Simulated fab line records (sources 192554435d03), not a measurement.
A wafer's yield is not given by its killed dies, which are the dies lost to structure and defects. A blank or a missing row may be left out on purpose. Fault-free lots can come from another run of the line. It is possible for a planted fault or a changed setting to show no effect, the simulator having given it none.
fab line records | flow n5Finfet
[record] lots = 24 wafers = 72 lastDay = 19
route steps=1938 shown BEOL_M0_SAQP@698 BEOL_M0_CUTY@709 BEOL_M0@716
lots with no fault: from the same line, run without faults
startH: the number of hours between the record's first day and the start of the first shown wafer of the lot | waitH: hours elapsed since this lot's preceding step | " unchanged from the row above | L1.1+2: a single row standing in for several wafers | - value missing, or start not given | * or withheld: withheld | < > ~ a bound
route shown NAME@n: a module of which the file shows steps, and the number in the route of the first | usual: mean and standard deviation over wafers with no fault | same: alike in all rows | chamber/n: place in a boat | sites: per-site readings | _std_site: the standard deviation of these | _edge_site: the outer-site mean with the inner-site mean subtracted | radiusMm: how far each site lies from the wafer's centre | mask NAME#n: copy n | behind: the last tool/chamber to shape the wafer | hold: cause of the lot's hold/its duration in hours/its outcome | device: transistor that didn't switch, given as n, p or np | end of line: the same wafers' tests at the end of the route | a step given without rows: its recipe and nothing more | killed: not the wafer's yield, but the dies lost to structure and defects at the first sort | map: a wafer's dies, x killed, . not, _ none there
set.NAME: the setting that was run; set.NAME@STEP: the one run at that earlier step | model.NAME: the simulator's own value behind a step, which no gauge read
a sample of lots followed through the steps of the route, with each step as a table and each wafer as a row
services: a tool's chamber out of use, with start hour (startH, from the record's first day; less than 0 if before it), hours out, and reason
[[steps]]
[step N5_BEOL_M0_SAQP_ALD_48]
[recipe] material = SiO2 targetThkA = 200 tempC = 100 aldPrecursorFamily = BDEAS aldCoReactant = O2-plasma pulseTimeS = 1 coReactantPulseTimeS = 1 purgeTimeS = 2 coReactantPurgeTimeS = 2 aldCycles = 139 pressureTorr = 2
[usual] heaterPowerOuterW = 42/4.6 heaterPowerW = 79/7.5 precursorPulseHeightRel = 0.998/0.02
// columns lot.wafer tool chamber startH waitH heaterPowerOuterW heaterPowerW precursorPulseHeightRel
L074.2 aldSin-01 1 114.43 0.2 48 85 1.017
L074.3 " 3 " " 45 87 0.999
L074.4 " 0 " " 51 83 1.006
L076.2 aldSin-01 2 122.46 0.0 45 83 1.010
L076.3 " 0 " " 48 85 0.957
L076.5 " 1 " " 48 87 0.984
L075.4 aldSin-02 3 123.87 0.0 31 59 1.001
L075.5 " 0 " " 44 82 1.010
L075.6 " 1 " " 44 81 1.049
L077.4 aldSin-04 1 135.04 0.0 43 87 0.991
L077.5 " 0 " " 38 79 0.992
L077.6 " 3 " " 39 83 1.037
L078.1 aldSin-02 2 149.06 0.4 42 81 0.998
L078.3 " 0 " " 44 81 1.000
L078.4 " 3 " " 31 62 0.985
L079.2 aldSin-02 0 153.88 0.0 44 80 1.008
L079.5 " 0 " " 44 81 1.005
L079.6 " 1 " " 45 84 1.005
L080.2 aldSin-02 2 154.49 0.0 41 85 0.956
L080.3 " 0 " " 44 84 0.983
L080.6 " 1 " " 45 81 0.972
L081.3 aldSin-02 0 168.43 0.3 44 81 0.990
L081.5 " 1 " " 44 83 0.977
L081.6 " 2 " " 42 81 0.973
L082.2 aldSin-02 2 168.93 0.1 41 80 0.987
L082.4 " 1 " " 45 81 1.035
L082.5 " 1 " " 45 82 0.997
L083.2 aldSin-04 1 169.39 0.5 42 86 1.006
L083.3 " 0 " " 38 76 1.023
L083.6 " 2 " " 48 89 0.971
L084.2 aldSin-04 3 173.40 0.0 39 79 0.972
L084.3 " 1 " " 43 86 1.032
L084.4 " 2 " " 48 90 1.021
L085.1 aldSin-02 0 176.56 0.0 44 78 1.004
L085.2 " 3 " " 32 62 0.973
L085.3 " 2 " " 41 81 0.987
L086.4 aldSin-02 0 192.90 0.3 43 82 1.002
L086.5 " 1 " " 45 81 0.995
L086.6 " 2 " " 42 81 0.988
L087.2 aldSin-04 0 197.30 0.4 38 78 1.005
L087.4 " 2 " " 47 84 1.025
L087.5 " 0 " " 39 77 1.014
L088.2 aldSin-02 0 200.43 0.0 45 83 0.987
L088.3 " 3 " " 31 60 1.017
L088.5 " 3 " " 32 63 1.010
L089.3 aldSin-04 2 201.66 0.0 44 86 0.975
L089.4 " 0 " " 39 77 1.003
L089.5 " 2 " " 44 83 1.020
L090.2 aldSin-02 3 209.35 0.1 31 62 0.979
L090.3 " 2 " " 42 80 1.035
L090.4 " 1 " " 44 82 1.004
L091.1 aldSin-02 3 211.98 0.0 31 60 0.983
L091.3 " 2 " " 42 80 0.992
L091.6 " 0 " " 44 82 1.013
L092.2 aldSin-04 3 217.67 0.0 41 81 0.997
L092.5 " 1 " " 41 82 0.975
L092.6 " 0 " " 39 79 1.005
L093.1 aldSin-02 2 227.56 0.1 41 80 1.004
L093.3 " 3 " " 32 60 1.000
L093.6 " 2 " " 42 82 0.970
L094.1 aldSin-01 0 232.94 0.2 51 87 1.015
L094.2 " 2 " " 45 83 1.022
L094.3 " 3 " " 45 86 1.009
L095.2 aldSin-02 1 240.31 0.0 45 82 0.989
L095.3 " 3 " " 31 60 0.982
L095.6 " 2 " " 42 81 0.984
L097.1 aldSin-04 3 254.11 0.0 41 82 1.000
L097.3 " 1 " " 41 81 0.996
L097.6 " 1 " " 42 82 1.000
L096.4 aldSin-04 3 254.67 0.0 42 79 1.018
L096.5 " 0 " " 39 76 0.985
L096.6 " 1 " " 40 84 0.984
[step N5_BEOL_M0_CUTY_OVL_MEAS_58]
[recipe] pointsPerWafer = 44
[usual] M0_ABLK_OVL = -0.5/0.75
// columns lot.wafer tool chamber startH waitH M0_ABLK_OVL[nm]
L074.2 overlay-01 0 115.48 0.0 -0.9
L074.3 " 0 " " -0.1
L074.4 " 0 " " 0.9
L076.2 overlay-02 0 123.53 0.1 -1.0
L076.3 " 0 " " -1.1
L076.5 " 0 " " -1.6
L075.4 overlay-01 0 124.93 0.0 -0.2
L075.5 " 0 " " 0.1
L075.6 " 0 " " 0.8
L077.4 overlay-01 0 136.09 0.0 0.2
L077.5 " 0 " " -0.3
L077.6 " 0 " " 0.5
L078.1 overlay-01 0 150.11 0.0 -1.6
L078.3 " 0 " " -1.6
L078.4 " 0 " " -2.0
L079.2 overlay-01 0 154.81 0.0 -0.4
L079.5 " 0 " " -1.4
L079.6 " 0 " " 0.4
L080.2 overlay-02 0 155.64 0.0 0.0
L080.3 " 0 " " -0.5
L080.6 " 0 " " -0.1
L081.3 overlay-02 0 169.35 0.0 -0.3
L081.5 " 0 " " -0.5
L081.6 " 0 " " -0.9
L082.2 overlay-02 0 169.98 0.0 0.2
L082.4 " 0 " " -0.6
L082.5 " 0 " " -0.9
L083.2 overlay-02 0 170.44 0.0 -0.6
L083.3 " 0 " " -1.1
L083.6 " 0 " " -0.3
L084.2 overlay-01 0 174.32 0.0 -0.9
L084.3 " 0 " " -0.7
L084.4 " 0 " " -1.6
L085.1 overlay-01 0 177.56 0.0 -0.1
L085.2 " 0 " " 1.6
L085.3 " 0 " " 0.8
L086.4 overlay-01 0 193.58 0.0 -2.2
L086.5 " 0 " " -0.9
L086.6 " 0 " " -1.5
L087.2 overlay-01 0 198.35 0.0 -0.1
L087.4 " 0 " " 0.2
L087.5 " 0 " " -0.7
L088.2 overlay-01 0 201.35 0.0 -0.1
L088.3 " 0 " " -1.6
L088.5 " 0 " " -1.2
L089.3 overlay-02 0 202.71 0.0 -0.8
L089.4 " 0 " " -1.3
L089.5 " 0 " " -0.8
L090.2 overlay-01 0 210.28 0.0 -1.3
L090.3 " 0 " " -0.8
L090.4 " 0 " " -0.2
L091.1 overlay-01 0 213.03 0.0 -0.5
L091.3 " 0 " " -1.1
L091.6 " 0 " " -0.6
L092.2 overlay-02 0 218.72 0.0 0.9
L092.5 " 0 " " 0.7
L092.6 " 0 " " -0.3
L093.1 overlay-02 0 228.71 0.0 1.1
L093.3 " 0 " " 0.0
L093.6 " 0 " " -0.5
L094.1 overlay-01 0 233.86 0.0 -0.4
L094.2 " 0 " " 0.7
L094.3 " 0 " " 0.5
L095.2 overlay-02 0 241.23 0.0 -1.4
L095.3 " 0 " " -1.4
L095.6 " 0 " " -0.9
L097.1 overlay-02 0 255.04 0.0 -1.4
L097.3 " 0 " " -0.4
L097.6 " 0 " " 0.3
L096.4 overlay-02 0 255.59 0.0 -1.0
L096.5 " 0 " " 0.3
L096.6 " 0 " " -0.1
[step N5_BEOL_M0_HM_OPEN_105]
[recipe] chemistry = Cl2/BCl3 targetDepthA = 120 target = TiN ionEnergyEv = 150 pressureMtorr = 10 icpW = 1000 biasW = 126 Cl2_flow_sccm = 53.25 bcl3FlowSccm = 21.75 Ar_flow_sccm = 25
[usual] drypumpMotorCurrentA = 5.6/0.42 oesProductAu = 0.82/0.077 throttleValvePct = 21.86/0.12
// columns lot.wafer tool chamber startH waitH drypumpMotorCurrentA oesProductAu rfHoursCounterH throttleValvePct
L074.2 rieMetal-02 1 117.51 1.7 6.1 0.73 49 21.91
L074.3 " 0 " " 5.6 0.77 - 21.72
L074.4 " 1 " " 6.2 0.73 - 21.91
L076.2 rieMetal-01 0 123.90 0.1 5.3 0.89 14 21.89
L076.3 " 0 " " 5.3 0.89 - 21.90
L076.5 " 0 " " 5.3 0.88 - 21.89
L075.4 rieMetal-03 0 125.34 0.1 5.6 0.76 - 21.68
L075.5 " 0 " " 5.6 0.75 - 21.70
L075.6 " 1 " " 6.5 0.60 - 22.37
L077.4 rieMetal-03 0 139.41 3.0 5.6 0.76 - 21.70
L077.5 " 0 " " 5.6 0.75 - 21.70
L077.6 " 0 " " 5.6 0.75 - 21.71
L078.1 rieMetal-01 1 152.12 1.7 5.3 0.86 20 21.82
L078.3 " 1 " " 5.3 0.86 - 21.81
L078.4 " 0 " " 5.3 0.89 - 21.89
L079.2 rieMetal-01 0 155.19 0.1 5.3 0.89 16 21.88
L079.5 " 0 " " 5.3 0.89 - 21.89
L079.6 " 1 " " 5.3 0.86 - 21.81
L080.2 rieMetal-03 0 156.15 0.2 5.6 0.74 57 21.73
L080.3 " 0 " " 5.6 0.74 - 21.72
L080.6 " 1 " " 6.5 0.98 - 21.97
L083.2 rieMetal-01 0 171.42 0.7 5.3 0.87 18 21.88
L083.3 " 1 " " 5.3 0.85 - 21.83
L083.6 " 0 " " 5.3 0.88 - 21.88
L081.3 rieMetal-01 1 176.01 6.4 5.3 0.85 - 21.82
L081.5 " 1 " " 5.3 0.87 - 21.82
L081.6 " 0 " " 5.3 0.88 - 21.89
L082.2 rieMetal-03 1 177.11 6.6 6.4 0.93 2 21.99
L082.4 " 1 " " 6.4 0.94 - 22.00
L082.5 " 0 " " 5.6 0.73 - 21.72
L084.2 rieMetal-01 0 177.15 2.5 5.3 0.88 19 21.91
L084.3 " 0 " " 5.3 0.88 - 21.90
L084.4 " 1 " " 5.3 0.85 - 21.83
L085.1 rieMetal-01 1 180.16 2.3 5.3 0.86 23 21.82
L085.2 " 0 " " 5.3 0.86 20 21.89
L085.3 " 0 " " 5.3 0.87 - 21.90
L086.4 rieMetal-03 1 195.44 1.6 6.4 0.91 - 22.01
L086.5 " 1 " " 6.5 0.92 - 21.98
L086.6 " 0 " " 5.6 0.72 - 21.73
L087.2 rieMetal-02 1 202.75 3.7 6.1 0.72 56 21.90
L087.4 " 1 " " 6.2 0.71 - 21.93
L087.5 " 0 " " 5.6 0.75 - 21.74
L088.2 rieMetal-01 1 202.89 1.2 5.3 0.84 26 21.82
L088.3 " 0 " " 5.3 0.86 - 21.90
L088.5 " 0 " " 5.3 0.86 - 21.89
L089.3 rieMetal-02 1 203.25 0.2 6.1 0.71 - 21.93
L089.4 " 0 " " 5.6 0.76 - 21.74
L089.5 " 0 " " 5.7 0.75 - 21.74
L090.2 rieMetal-01 1 210.99 0.4 5.3 0.84 27 21.83
L090.3 " 1 " " 5.3 0.83 - 21.84
L090.4 " 0 " " 5.3 0.85 - 21.91
L091.1 rieMetal-01 1 214.42 1.1 5.3 0.84 27 21.84
L091.3 " 1 " " 5.3 0.85 - 21.83
L091.6 " 0 " " 5.3 0.86 - 21.90
L092.2 rieMetal-01 1 221.13 2.1 5.3 0.83 27 21.84
L092.5 " 0 " " 5.3 0.85 - 21.92
L092.6 " 1 " " 5.3 0.84 - 21.82
L093.1 rieMetal-03 0 229.16 0.1 5.6 0.72 64 21.73
L093.3 " 1 " " 6.5 0.90 - 22.00
L093.6 " 1 " " 6.5 0.90 - 22.00
L094.1 rieMetal-02 1 237.83 3.5 6.2 0.71 58 21.94
L094.2 " 0 " " 5.6 0.76 49 21.73
L094.3 " 1 " " 6.1 0.71 - 21.93
L095.2 rieMetal-01 1 247.17 5.1 5.2 0.83 30 21.84
L095.3 " 1 " " 5.3 0.83 - 21.84
L095.6 " 0 " " 5.3 0.85 - 21.92
L097.1 rieMetal-03 1 256.62 1.2 6.4 0.88 10 21.99
L097.3 " 0 " " 5.6 0.72 - 21.73
L097.6 " 1 " " 6.4 0.87 - 22.01
L096.4 rieMetal-03 1 256.86 1.0 6.5 0.86 - 21.99
L096.5 " 0 " " 5.6 0.71 - 21.74
L096.6 " 1 " " 6.4 0.87 - 22.01
[step N5_BEOL_M0_ETCH_128]
[recipe] chemistry = CF4/N2 targetDepthA = 120 overetchA = 51 target = SiCN timeS = 21.4 ionEnergyEv = 150 pressureMtorr = 40 sourceW = 430 biasW = 70 Ar_flow_sccm = 100 cf4FlowSccm = 60 n2FlowSccm = 60
[usual] drypumpMotorCurrentA = 5.5/0.3 oesProductAu = 0.56/0.054 rfVppV = 382.8/1.7 showerheadPlenumPTorr = 2.23/0.058 throttleValvePct = 15.41/0.19
// columns lot.wafer tool chamber startH waitH drypumpMotorCurrentA oesProductAu rfHoursCounterH rfVppV showerheadPlenumPTorr throttleValvePct
L074.2 rieDiel-04 3 118.19 0.3 5.6 0.61 33 382.5 2.24 15.34
L074.3 " 1 " " 5.4 0.65 11 379.8 2.17 15.28
L074.4 " 2 " " 5.4 0.62 44 382.1 2.25 15.36
L076.2 rieDiel-01 3 124.21 0.0 5.7 0.62 21 380.7 2.16 15.17
L076.3 " 2 " " 6.1 0.62 31 385.8 2.33 15.11
L076.5 " 1 " " 5.9 0.48 - 384.4 2.27 15.48
L075.4 rieDiel-01 2 125.84 0.3 6.1 0.63 31 384.8 2.33 15.10
L075.5 " 0 " " 5.3 0.61 - 384.3 2.33 15.14
L075.6 " 1 " " 5.9 0.48 - 383.3 2.27 15.49
L077.4 rieDiel-04 0 139.82 0.0 5.7 0.49 207 381.2 2.18 15.60
L077.5 " 2 " " 5.4 0.60 - 382.4 2.24 15.37
L077.6 " 1 " " 5.4 0.63 - 383.4 2.17 15.28
L078.1 rieDiel-01 1 152.50 0.0 5.9 0.48 209 385.2 2.27 15.51
L078.3 " 3 " " 5.6 0.62 32 380.6 2.16 15.20
L078.4 " 0 " " 5.3 0.60 54 385.3 2.33 15.18
L079.2 rieDiel-01 1 155.52 0.0 5.9 0.47 210 385.0 2.27 15.49
L079.5 " 2 " " 6.1 0.61 - 384.7 2.33 15.14
L079.6 " 3 " " 5.7 0.61 - 380.5 2.16 15.21
L080.2 rieDiel-04 2 156.47 0.0 5.4 0.59 60 384.6 2.24 15.39
L080.3 " 1 " " 5.4 0.61 26 381.1 2.17 15.30
L080.6 " 1 " " 5.4 0.62 - 380.8 2.17 15.30
L083.2 rieDiel-04 2 171.93 0.0 5.4 0.58 64 382.9 2.24 15.39
L083.3 " 1 " " 5.4 0.60 31 380.9 2.16 15.31
L083.6 " 3 " " 5.6 0.58 - 383.3 2.24 15.36
L081.3 rieDiel-01 0 176.38 0.0 5.3 0.58 61 386.8 2.33 15.18
L081.5 " 0 " " 5.3 0.60 - 384.0 2.33 15.19
L081.6 " 3 " " 5.7 0.61 - 382.1 2.16 15.21
L082.2 rieDiel-04 0 177.94 0.3 5.7 0.48 221 381.4 2.18 15.62
L082.4 " 2 " " 5.4 0.59 66 382.2 2.24 15.40
L082.5 " 2 " " 5.4 0.59 - 383.0 2.24 15.40
L084.2 rieDiel-01 3 178.07 0.3 5.7 0.61 40 380.7 2.16 15.24
L084.3 " 1 " " 5.9 0.47 219 382.8 2.27 15.52
L084.4 " 0 " " 5.2 0.59 62 386.6 2.33 15.19
L085.1 rieDiel-04 2 180.57 0.1 5.4 0.58 67 382.9 2.24 15.39
L085.2 " 0 " " 5.8 0.49 222 382.3 2.18 15.63
L085.3 " 1 " " 5.4 0.60 34 382.3 2.16 15.31
L086.4 rieDiel-04 3 196.54 0.8 5.6 0.59 56 382.5 2.24 15.38
L086.5 " 1 " " 5.4 0.61 - 380.5 2.16 15.33
L086.6 " 2 " " 5.4 0.58 - 382.1 2.24 15.41
L087.2 rieDiel-04 1 203.15 0.0 5.4 0.59 41 382.0 2.16 15.33
L087.4 " 2 " " 5.4 0.58 74 381.2 2.24 15.40
L087.5 " 0 " " 5.7 0.49 - 381.2 2.18 15.65
L088.2 rieDiel-04 3 203.31 0.1 5.6 0.57 58 383.0 2.24 15.38
L088.3 " 1 " " 5.4 0.60 41 380.5 2.16 15.32
L088.5 " 0 " " 5.8 0.48 - 380.5 2.18 15.65
L089.3 rieDiel-02 2 204.38 0.8 5.5 0.49 190 381.2 2.19 15.40
L089.4 " 3 " " 5.1 0.51 182 382.3 2.28 15.45
L089.5 " 0 " " 5.7 0.47 - 385.3 2.27 15.89
L090.2 rieDiel-02 0 211.30 0.0 5.7 0.47 233 383.3 2.26 15.89
L090.3 " 2 " " 5.5 0.50 193 380.6 2.19 15.42
L090.4 " 3 " " 5.1 0.50 185 383.7 2.28 15.45
L091.1 rieDiel-04 3 214.73 0.0 5.6 0.57 62 382.3 2.23 15.39
L091.3 " 2 " " 5.4 0.57 79 381.5 2.23 15.41
L091.6 " 3 " " 5.6 0.57 - 382.5 2.23 15.39
L092.2 rieDiel-02 0 221.77 0.3 5.7 0.47 236 383.2 2.26 15.89
L092.5 " 0 " " 5.7 0.48 - 384.9 2.26 15.90
L092.6 " 1 " " 4.7 0.56 - 381.9 2.22 15.63
L093.1 rieDiel-04 3 229.49 0.0 5.6 0.57 68 383.4 2.23 15.43
L093.3 " 2 " " 5.4 0.58 84 382.3 2.23 15.43
L093.6 " 2 " " 5.4 0.58 - 382.5 2.23 15.45
L094.1 rieDiel-01 0 238.14 0.0 5.3 0.57 79 385.3 2.32 15.20
L094.2 " 2 " " 6.1 0.57 72 386.3 2.32 15.20
L094.3 " 3 " " 5.7 0.57 62 381.8 2.15 15.28
L095.2 rieDiel-04 3 248.78 1.0 5.6 0.55 75 383.6 2.23 15.41
L095.3 " 2 " " 5.4 0.56 90 382.9 2.23 15.44
L095.6 " 2 " " 5.4 0.56 - 382.3 2.23 15.46
L097.1 rieDiel-01 2 257.18 0.3 6.1 0.56 73 385.2 2.32 15.18
L097.3 " 1 " " 5.9 0.46 242 383.9 2.26 15.57
L097.6 " 0 " " 5.3 0.58 - 385.4 2.32 15.21
L096.4 rieDiel-02 2 257.28 0.1 5.5 0.49 206 381.8 2.18 15.42
L096.5 " 1 " " 4.6 0.55 - 383.8 2.22 15.65
L096.6 " 2 " " 5.5 0.49 - 380.8 2.18 15.42
[step N5_BEOL_M0_ANNEAL_117]
[recipe] tempC = 400 timeS = 60 ambient = vacuum
[usual] heaterPowerW = 817/81 susceptor_temp_C_max = 400.9/0.34
// columns lot.wafer tool chamber startH waitH heaterPowerW susceptor_temp_C_max
L074.2 pvdSputter-01 - 119.25 0.0 860 401.0
L074.3 " - " " 833 400.6
L074.4 " - " " 642 401.1
L076.2 pvdSputter-02 - 125.30 0.0 871 400.8
L076.3 " - " " 606 400.9
L076.5 " - " " 857 400.9
L075.4 pvdSputter-01 - 127.07 0.0 626 400.8
L075.5 " - " " 852 401.3
L075.6 " - " " 618 400.7
L077.4 pvdSputter-01 - 141.26 0.0 820 400.9
L077.5 " - " " 844 400.9
L077.6 " - " " 861 400.9
L078.1 pvdSputter-02 - 156.14 0.0 813 400.5
L078.3 " - " " 882 400.5
L078.4 " - " " 846 400.5
L079.2 pvdSputter-02 - 157.50 0.0 834 400.7
L079.5 " - " " 865 401.2
L079.6 " - " " 856 400.2
L080.2 pvdSputter-01 - 158.19 0.1 838 400.7
L080.3 " - " " 868 400.6
L080.6 " - " " 827 400.9
L083.2 pvdSputter-02 - 175.38 0.0 875 401.3
L083.3 " - " " 835 400.6
L083.6 " - " " 865 401.1
L081.3 pvdSputter-03 - 178.17 0.0 834 401.2
L081.5 " - " " 841 401.3
L081.6 " - " " 827 400.9
L082.2 pvdSputter-02 - 180.50 0.0 873 401.0
L082.4 " - " " 599 400.9
L082.5 " - " " 868 400.9
L084.2 pvdSputter-03 - 180.73 0.0 810 400.8
L084.3 " - " " 843 400.6
L084.4 " - " " 910 401.8
L085.1 pvdSputter-03 - 182.09 0.0 845 401.1
L085.2 " - " " 889 401.9
L085.3 " - " " 841 401.3
L086.4 pvdSputter-02 - 199.65 0.0 604 400.7
L086.5 " - " " 605 400.5
L086.6 " - " " 852 400.7
L087.2 pvdSputter-03 - 205.01 0.0 777 401.5
L087.4 " - " " 842 401.5
L087.5 " - " " 851 401.4
L088.2 pvdSputter-03 - 206.13 0.0 782 401.3
L088.3 " - " " 921 401.4
L088.5 " - " " 824 400.9
L089.3 pvdSputter-03 - 206.57 0.0 768 400.8
L089.4 " - " " 926 402.1
L089.5 " - " " 825 400.4
L090.2 pvdSputter-01 - 213.81 0.1 846 400.7
L090.3 " - " " 835 401.2
L090.4 " - " " 831 400.8
L091.1 pvdSputter-03 - 216.53 0.0 883 401.5
L091.3 " - " " 824 400.6
L091.6 " - " " 849 400.8
L092.2 pvdSputter-01 - 223.85 0.1 831 400.7
L092.5 " - " " 834 400.7
L092.6 " - " " 637 401.1
L093.1 pvdSputter-02 - 232.96 0.0 839 400.6
L093.3 " - " " 868 401.1
L093.6 " - " " 843 401.2
L094.1 pvdSputter-02 - 241.73 0.0 878 400.9
L094.2 " - " " 595 400.6
L094.3 " - " " 869 401.2
L095.2 pvdSputter-01 - 250.43 0.0 815 401.2
L095.3 " - " " 854 400.6
L095.6 " - " " 825 400.6
L097.1 pvdSputter-02 - 258.54 0.0 857 400.6
L097.3 " - " " 891 401.2
L097.6 " - " " 848 400.6
L096.4 pvdSputter-03 - 260.14 0.0 865 401.2
L096.5 " - " " 851 401.3
L096.6 " - " " 902 401.3
[step N5_BEOL_M0_ANNEAL_133]
[recipe] tempC = 400 timeS = 60 ambient = vacuum
[usual] heaterPowerW = 814/81 susceptor_temp_C_max = 401.0/0.39
// columns lot.wafer tool chamber startH waitH heaterPowerW susceptor_temp_C_max
L074.2 pvdSputter-01 - 119.37 0.0 853 400.9
L074.3 " - " " 820 401.3
L074.4 " - " " 617 401.2
L076.2 pvdSputter-02 - 125.42 0.0 861 400.6
L076.3 " - " " 581 400.6
L076.5 " - " " 836 400.9
L075.4 pvdSputter-01 - 127.19 0.0 622 401.2
L075.5 " - " " 821 400.9
L075.6 " - " " 639 401.1
L077.4 pvdSputter-01 - 141.38 0.0 820 400.8
L077.5 " - " " 831 401.2
L077.6 " - " " 840 400.9
L078.1 pvdSputter-02 - 156.26 0.0 842 400.8
L078.3 " - " " 859 400.7
L078.4 " - " " 863 400.9
L079.2 pvdSputter-02 - 157.62 0.0 842 400.1
L079.5 " - " " 878 400.7
L079.6 " - " " 862 400.9
L080.2 pvdSputter-01 - 158.43 0.1 811 400.9
L080.3 " - " " 828 400.9
L080.6 " - " " 828 401.0
L083.2 pvdSputter-02 - 175.50 0.0 869 401.0
L083.3 " - " " 812 400.5
L083.6 " - " " 868 400.8
L081.3 pvdSputter-03 - 178.29 0.0 839 400.4
L081.5 " - " " 842 401.3
L081.6 " - " " 809 400.5
L082.2 pvdSputter-02 - 180.62 0.0 882 400.9
L082.4 " - " " 604 400.8
L082.5 " - " " 861 400.7
L084.2 pvdSputter-03 - 180.85 0.0 822 400.8
L084.3 " - " " 843 400.8
L084.4 " - " " 884 402.3
L085.1 pvdSputter-03 - 182.21 0.0 801 401.0
L085.2 " - " " 913 401.5
L085.3 " - " " 849 401.2
L086.4 pvdSputter-02 - 199.77 0.0 598 400.6
L086.5 " - " " 611 400.6
L086.6 " - " " 851 400.6
L087.2 pvdSputter-03 - 205.13 0.0 780 401.5
L087.4 " - " " 847 401.3
L087.5 " - " " 840 401.0
L088.2 pvdSputter-03 - 206.25 0.0 794 401.3
L088.3 " - " " 890 401.5
L088.5 " - " " 809 401.1
L089.3 pvdSputter-03 - 206.69 0.0 790 401.4
L089.4 " - " " 932 401.3
L089.5 " - " " 828 401.0
L090.2 pvdSputter-01 - 214.05 0.1 854 400.6
L090.3 " - " " 841 401.0
L090.4 " - " " 838 401.1
L091.1 pvdSputter-03 - 216.65 0.0 908 401.8
L091.3 " - " " 830 401.4
L091.6 " - " " 838 401.5
L092.2 pvdSputter-01 - 224.09 0.1 826 401.0
L092.5 " - " " 826 400.6
L092.6 " - " " 635 401.5
L093.1 pvdSputter-02 - 233.08 0.0 839 400.6
L093.3 " - " " 843 401.2
L093.6 " - " " 838 400.4
L094.1 pvdSputter-02 - 241.85 0.0 877 400.3
L094.2 " - " " 596 400.8
L094.3 " - " " 843 400.6
L095.2 pvdSputter-01 - 250.55 0.0 840 400.5
L095.3 " - " " 842 400.7
L095.6 " - " " 828 401.0
L097.1 pvdSputter-02 - 258.66 0.0 854 400.7
L097.3 " - " " 863 401.2
L097.6 " - " " 851 401.1
L096.4 pvdSputter-03 - 260.26 0.0 834 400.7
L096.5 " - " " 835 401.2
L096.6 " - " " 898 401.4
[[services]]
// columns tool chamber startH hours kind
aldSin-04 - 101.83 6.0 pm
rieMetal-03 - 102.48 14.6 pm
aldSin-04 3 112.23 5.1 repair
rieDiel-02 0 113.52 7.3 repair
rieMetal-02 0 129.10 1.5 repair
rieMetal-01 - 136.82 1.2 repair
rieDiel-01 1 136.85 10.3 repair
rieDiel-02 1 137.28 9.5 repair
rieMetal-02 1 138.88 2.5 repair
rieMetal-02 0 142.22 4.0 repair
rieDiel-04 3 144.66 14.2 repair
pvdSputter-01 - 146.86 5.2 repair
aldSin-04 - 154.79 14.6 pm
rieDiel-02 - 159.50 1.4 repair
rieMetal-02 - 175.48 15.6 pm
aldSin-04 - 176.75 14.0 pm
rieDiel-01 0 183.85 7.7 repair
rieMetal-02 - 191.08 4.3 pm
rieDiel-04 1 207.48 14.3 repair
rieDiel-04 - 209.64 0.6 repair
rieDiel-04 0 217.81 6.3 repair
rieDiel-01 - 238.63 15.6 pm
rieMetal-03 - 245.96 1.4 pm
rieDiel-01 0 259.64 4.1 repair
[[key]]
fault none
